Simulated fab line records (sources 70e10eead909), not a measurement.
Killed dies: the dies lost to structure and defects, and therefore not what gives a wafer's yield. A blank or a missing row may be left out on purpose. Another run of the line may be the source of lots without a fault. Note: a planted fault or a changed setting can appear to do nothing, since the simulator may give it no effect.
fab line records ; flow nand-harc ; part 2 of 2: steps 28 to 40 of 40
[record] lots = 5; wafers = 15; last-day = 33
route steps=1302 shown THIN_TSV@1245
lots untouched by any fault: they come from a run of this same line in which no faults occurred
start-h: the number of hours between the record's first day and the start of the first shown wafer of the lot ; wait-h: hours from the lot's prior step to this one ; " repeats the value in the row above ; L1.1+2: one row covering several wafers at once ; - no value, or no start was given ; * or withheld: withheld ; < > ~ a bound
route shown NAME@n: NAME is a module with steps in the file, n the number in the route of the first one ; usual: mean and standard deviation over wafers with no fault ; same: alike in all rows ; chamber/n: place in a boat ; sites: the reading at each site ; _std_site: standard deviation of those values ; _edge_site: the outer-site mean with the inner-site mean subtracted ; radius-mm: how far each site lies from the wafer's centre ; mask NAME#n: copy n ; behind: the tool/chamber that last shaped the wafer ; hold: reason for holding the lot/hours on hold/outcome of the hold ; device: the transistor (n, p or np) that didn't switch ; end of line: the tests these same wafers got at the end of their route ; a step with no rows: only its recipe ; killed: dies that structure and defects cost at the first sort, which is not the same as the wafer's yield ; map: shows each die of a wafer: x if killed, . if not, _ if none is there
set.NAME: the setting as run; set.NAME@STEP: as run at that earlier step ; model.NAME: the simulator's own value behind a step, which no gauge read
lots at some steps of the route; a table a step, a row a wafer
services: from which hour (start-h, from the record's first day; less than 0 if before it) a tool's chamber was out of use, for how many hours, and why
[[steps]]
[step NHARC_THIN_TSV_PVD_19]
[recipe] target-thk-a = 200; chamber-pressure-pa = 5; material = TaN
[usual] throttle-valve-pct = 29.9/0.84
lot.wafer;tool;chamber;start-h;wait-h;throttle-valve-pct
L081.4;pvd-sputter-01;-;-;-;30.7
L081.1;pvd-sputter-01;-;-;-;30.1
L081.2;pvd-sputter-01;-;-;-;27.9
L083.1;pvd-sputter-03;-;-;-;30.4
L083.6;pvd-sputter-03;-;-;-;29.5
L083.5;pvd-sputter-03;-;-;-;30.8
L088.4;pvd-sputter-02;-;-;-;29.7
L088.6;pvd-sputter-02;-;-;-;30.0
L088.5;pvd-sputter-02;-;-;-;28.7
L094.4;pvd-sputter-03;-;-;-;29.2
L094.3;pvd-sputter-03;-;-;-;30.9
L094.6;pvd-sputter-03;-;-;-;30.3
L097.2;pvd-sputter-01;-;774.61;0.1;30.0
L097.1;pvd-sputter-01;-;774.61;0.1;29.5
L097.6;pvd-sputter-01;-;774.61;0.1;29.6
[step NHARC_THIN_TSV_PVD_51]
[recipe] target-thk-a = 1000; chamber-pressure-pa = 5; material = Cu
[usual] throttle-valve-pct = 29.9/0.9
lot.wafer;tool;chamber;start-h;wait-h;throttle-valve-pct
L081.1;pvd-sputter-01;-;-;-;27.8
L081.4;pvd-sputter-01;-;-;-;30.6
L081.2;pvd-sputter-01;-;-;-;29.9
L083.1;pvd-sputter-03;-;-;-;29.6
L083.5;pvd-sputter-03;-;-;-;29.5
L083.6;pvd-sputter-03;-;-;-;30.6
L088.4;pvd-sputter-02;-;-;-;30.1
L088.5;pvd-sputter-02;-;-;-;29.7
L088.6;pvd-sputter-02;-;-;-;28.9
L094.3;pvd-sputter-03;-;-;-;30.9
L094.4;pvd-sputter-03;-;-;-;29.5
L094.6;pvd-sputter-03;-;-;-;29.3
L097.2;pvd-sputter-01;-;774.80;0.2;29.5
L097.1;pvd-sputter-01;-;774.80;0.2;29.7
L097.6;pvd-sputter-01;-;774.80;0.2;29.4
[step NHARC_THIN_TSV_ECD_20]
[recipe] target-thk-a = 20000; material = Cu
lot.wafer;tool;chamber;start-h;wait-h
L081.2+1+4;ecd-cu-02;0,1,0;621.45;-
L083.1+6+5;ecd-cu-01;0,0,1;640.99;-
L088.4+6+5;ecd-cu-02;0,0,1;691.58;-
L094.3+4+6;ecd-cu-01;0,1,0;769.53;-
L097.1+2+6;ecd-cu-01;1,0,1;775.08;0.2
[step NHARC_THIN_TSV_ANNEAL_52]
[recipe] temp-c = 225; time-s = 90
[usual] wafer_temp_C_max = 225.9/0.34
lot.wafer;tool;chamber;start-h;wait-h;wafer_temp_C_max
L081.1;rtp-anneal-02;0;622.16;0.5;225.5
L081.2;rtp-anneal-02;0;622.16;0.5;225.6
L081.4;rtp-anneal-02;0;622.16;0.5;225.9
L083.1;rtp-anneal-02;0;641.72;0.6;225.8
L083.5;rtp-anneal-02;0;641.72;0.6;225.4
L083.6;rtp-anneal-02;0;641.72;0.6;225.6
L088.4;rtp-anneal-02;0;692.28;0.6;225.4
L088.5;rtp-anneal-02;0;692.28;0.6;226.1
L088.6;rtp-anneal-02;0;692.28;0.6;226.1
L094.3;rtp-anneal-01;0;770.17;0.5;226.0
L094.4;rtp-anneal-01;0;770.17;0.5;226.5
L094.6;rtp-anneal-01;0;770.17;0.5;225.9
L097.1;rtp-anneal-01;0;775.81;0.6;226.2
L097.2;rtp-anneal-01;0;775.81;0.6;226.2
L097.6;rtp-anneal-01;0;775.81;0.6;226.1
[step NHARC_THIN_TSV_CMP_21]
[recipe] t-overpolish-s = 30; target-thk-nm = 2000
[usual] edge-zone-pressure-frac = 0.999/0.0053; motor-current-A = 11.7/1; overpolish-run-s = 30.000/0.0088; slurry-flow-ml-min = 150.0/0.56
lot.wafer;tool;chamber;start-h;wait-h;edge-zone-pressure-frac;motor-current-A;overpolish-run-s;slurry-flow-ml-min
L081.2;cmp-01;3;622.50;-;1.004;13.2;29.986;150.8
L081.1;cmp-01;0;622.50;-;0.993;11.0;30.002;150.9
L081.4;cmp-01;2;622.50;-;0.994;12.0;30.013;149.7
L083.1;cmp-02;3;642.12;-;0.996;12.1;30.011;149.4
L083.6;cmp-02;1;642.12;-;0.997;10.1;29.998;149.5
L083.5;cmp-02;2;642.12;-;0.999;12.4;30.001;148.7
L088.4;cmp-01;0;692.47;-;1.000;10.4;30.006;151.3
L088.6;cmp-01;0;692.47;-;1.005;11.2;29.995;150.7
L088.5;cmp-01;1;692.47;-;1.000;11.1;30.007;149.1
L094.4;cmp-04;0;770.43;-;1.005;12.1;29.992;149.1
L094.3;cmp-04;1;770.43;-;1.013;12.1;30.011;150.7
L094.6;cmp-04;3;770.43;-;1.000;12.1;29.993;150.1
L097.2;cmp-01;1;776.15;-;0.996;11.3;30.003;150.3
L097.1;cmp-01;0;776.15;-;1.001;11.7;30.012;149.7
L097.6;cmp-01;2;776.15;-;1.004;11.9;30.000;151.0
[step NHARC_THIN_TSV_SRD_23]
lot.wafer;tool;chamber;start-h;wait-h
L081.1+2+4;wet-bench-10;5,6,7;622.87;0.0
L083.6+1+5;wet-bench-08;0,2,3;642.43;0.0
L088.6+5+4;wet-bench-08;5,6,0;692.83;0.0
L094.3+4+6;wet-bench-10;7,0,3;770.77;0.0
L097.6+1+2;wet-bench-10;1,2,5;776.51;0.0
[step NHARC_THIN_TSV_DEGAS_53]
[recipe] temp-c = 300; time-s = 60
[usual] heater-power-w = 462/53
lot.wafer;tool;chamber;start-h;wait-h;heater-power-w
L081.4;pvd-sputter-03;-;622.97;0.1;431
L081.2;pvd-sputter-03;-;622.97;0.1;406
L081.1;pvd-sputter-03;-;622.97;0.1;498
L083.1;pvd-sputter-01;-;642.53;0.1;484
L083.5;pvd-sputter-01;-;642.53;0.1;494
L083.6;pvd-sputter-01;-;642.53;0.1;486
L088.4;pvd-sputter-03;-;692.93;0.1;429
L088.6;pvd-sputter-03;-;692.93;0.1;406
L088.5;pvd-sputter-03;-;692.93;0.1;431
L094.3;pvd-sputter-03;-;770.86;0.1;514
L094.4;pvd-sputter-03;-;770.86;0.1;447
L094.6;pvd-sputter-03;-;770.86;0.1;395
L097.1;pvd-sputter-01;-;776.62;0.1;424
L097.2;pvd-sputter-01;-;776.62;0.1;481
L097.6;pvd-sputter-01;-;776.62;0.1;436
[step NHARC_THIN_TSV_PRE_CLEAN_54]
[recipe] time-s = 30; temp-c = 280; gas = H2/He
[usual] heater-power-w = 406/45
lot.wafer;tool;chamber;start-h;wait-h;heater-power-w
L081.2;pvd-sputter-03;-;623.04;0.1;373
L081.1;pvd-sputter-03;-;623.04;0.1;428
L081.4;pvd-sputter-03;-;623.04;0.1;359
L083.1;pvd-sputter-01;-;642.62;0.1;415
L083.6;pvd-sputter-01;-;642.62;0.1;418
L083.5;pvd-sputter-01;-;642.62;0.1;488
L088.4;pvd-sputter-03;-;693.02;0.1;439
L088.6;pvd-sputter-03;-;693.02;0.1;392
L088.5;pvd-sputter-03;-;693.02;0.1;364
L094.3;pvd-sputter-03;-;770.95;0.1;355
L094.4;pvd-sputter-03;-;770.95;0.1;395
L094.6;pvd-sputter-03;-;770.95;0.1;344
L097.2;pvd-sputter-01;-;776.68;0.0;392
L097.1;pvd-sputter-01;-;776.68;0.0;429
L097.6;pvd-sputter-01;-;776.68;0.0;445
[step NHARC_THIN_TSV_PVD_55]
[recipe] target-thk-a = 500; material = TiN
lot.wafer;tool;chamber;start-h;wait-h
L081.4+2+1;pvd-sputter-03;-;623.11;0.0
L083.1+5+6;pvd-sputter-01;-;642.67;0.0
L088.4+6+5;pvd-sputter-03;-;693.07;0.0
L094.3+4+6;pvd-sputter-03;-;771.03;0.1
L097.1+2+6;pvd-sputter-01;-;776.76;0.1
[step NHARC_THIN_TSV_PVD_24]
[recipe] target-thk-a = 8000; power-w = withheld; chamber-pressure-pa = withheld; substrate-temp-c = withheld; time-s = withheld; gas = Ar; material = Al
lot.wafer;tool;chamber;start-h;wait-h
L081.2+4+1;pvd-sputter-03;-;623.26;0.1
L083.1+6+5;pvd-sputter-01;-;642.99;0.3
L088.4+6+5;pvd-sputter-03;-;693.28;0.2
L094.3+4+6;pvd-sputter-03;-;771.27;0.2
L097.2+1+6;pvd-sputter-01;-;776.96;0.1
[step NHARC_THIN_TSV_DEHYDRATE_25]
[recipe] temp-c = 150; time-s = 120
[usual] heater-power-total-W = 182.7/1.3
lot.wafer;tool;chamber;start-h;wait-h;heater-power-total-W
L081.1;litho-track-07;0;623.67;-;180.8
L081.2;litho-track-07;0;623.67;-;181.0
L081.4;litho-track-07;0;623.67;-;182.1
L083.1;litho-track-07;0;643.25;-;181.1
L083.5;litho-track-07;0;643.25;-;184.1
L083.6;litho-track-07;0;643.25;-;182.7
L088.4;litho-track-02;0;693.64;-;183.7
L088.5;litho-track-02;0;693.64;-;184.7
L088.6;litho-track-02;0;693.64;-;183.8
L094.3;litho-track-02;0;771.59;-;183.8
L094.4;litho-track-02;0;771.59;-;180.5
L094.6;litho-track-02;0;771.59;-;181.0
L097.1;litho-track-03;0;777.32;-;184.1
L097.2;litho-track-03;0;777.32;-;183.0
L097.6;litho-track-03;0;777.32;-;183.2
[step NHARC_THIN_TSV_HMDS_26]
[recipe] time-s = 30
lot.wafer;tool;chamber;start-h;wait-h
L081.1+2+4;litho-track-07;0;-;-
L083.1+5+6;litho-track-07;0;-;-
L088.4+5+6;litho-track-02;0;-;-
L094.3+4+6;litho-track-02;0;-;-
L097.1+2+6;litho-track-03;0;-;-
[step NHARC_THIN_TSV_COAT_27]
[recipe] spin-rpm = *
lot.wafer;tool;chamber;start-h;wait-h
L081.1+2+4;litho-track-07;0;-;-
L083.1+5+6;litho-track-07;0;-;-
L088.4+5+6;litho-track-02;0;-;-
L094.3+4+6;litho-track-02;0;-;-
L097.1+2+6;litho-track-03;0;-;-
[[services]]
tool;chamber;start-h;hours;kind
cmp-01;-;597.54;1.1;repair
litho-track-07;-;601.00;7.0;pm
rie-diel-04;0;603.18;10.1;repair
rie-diel-05;2;617.42;7.7;repair
litho-track-03;-;625.00;7.0;pm
pvd-sputter-01;-;626.25;14.6;repair
pvd-sputter-03;-;636.28;0.8;repair
pvd-sputter-02;-;638.00;10.0;pm
plasma-asher-02;-;638.71;9.0;pm
wet-bench-08;-;646.40;8.0;pm
rie-diel-05;0;656.66;4.6;repair
wet-bench-10;-;663.21;8.0;pm
pecvd-01;-;674.73;13.0;pm
rie-diel-04;-;695.62;0.9;repair
plasma-asher-01;-;696.89;9.0;pm
pvd-sputter-03;-;705.66;10.0;pm
rie-diel-04;-;708.90;9.0;pm
rie-diel-05;0;749.56;19.8;repair
litho-track-02;-;752.00;7.0;pm
pvd-sputter-01;-;760.00;10.0;pm
rie-diel-05;-;760.60;9.0;pm
pvd-sputter-03;-;762.49;6.0;repair
plasma-asher-01;-;773.01;5.7;repair
litho-track-07;-;776.00;7.0;pm
